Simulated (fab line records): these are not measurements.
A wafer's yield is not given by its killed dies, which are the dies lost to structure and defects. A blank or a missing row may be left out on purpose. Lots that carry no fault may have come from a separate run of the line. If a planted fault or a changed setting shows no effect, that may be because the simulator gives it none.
Chamber matching    flow n5_finfet    cmp-04 running N5_GATE_CUT_CMP_23: 4 sister chambers
The step polishes, stops on SiO2, t overpolish 23.4 s, target thk 16 nm. 7 wafers are shown with their chamber, then 10 later ones without.

== WAFERS PAIRED WITH THEIR CHAMBERS ==
wafer   chamber  motor_current_A (A)  time_to_endpoint_s (s)
L090.1  2        9.4                  16.4
L090.5  2        9.6                  19.2
L091.1  0        9.3                  20.9
L091.2  1        8.7                  19.4
L091.4  3        12.5                 22.5
L093.2  0        9.4                  19.9
L093.4  3        11.9                 22.1

== WAFERS WITH NO CHAMBER GIVEN ==
wafer   motor_current_A (A)  time_to_endpoint_s (s)
L093.6  8.5                  19.6
L095.1  9.8                  19.3
L095.3  8.8                  22.0
L095.6  9.0                  20.4
L097.1  12.6                 24.9
L097.3  9.2                  22.1
L097.6  8.6                  21.3
L096.1  9.2                  24.3
L096.3  11.3                 22.3
L096.4  9.5                  22.3

== THE CHAMBER EACH PASSED THROUGH ==
wafer    from the rows above            in truth
L093.6   1                              1
L095.1   can't be placed: 2 or 0        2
L095.3   can't be placed: 1 or 0        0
L095.6   can't be placed: 0 or 1 or 2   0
L097.1   3                              3
L097.3   can't be placed: 0 or 1        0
L097.6   can't be placed: 1 or 0        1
L096.1   can't be placed: 0 or 1        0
L096.3   3                              3
L096.4   0                              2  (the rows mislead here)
3 of 10 placed correctly. Not placeable from these rows: 6 (in 6, the candidates include the true chamber). Number placed wrongly: 1.
How it was worked out, from the rows above alone: a wafer's distance from a chamber is the root of the sum, over the readings, of the square of ((its reading less the chamber's mean) divided by the reading's scatter). The wafer belongs to the nearest chamber; if the next one is less than 2 further off, it can't be placed. The mean given for a chamber averages the wafers shown for that chamber. The scatter is the square root of a quotient: the sum, over the shown wafers, of each reading's squared deviation from its chamber's mean, divided by wafers minus chambers.
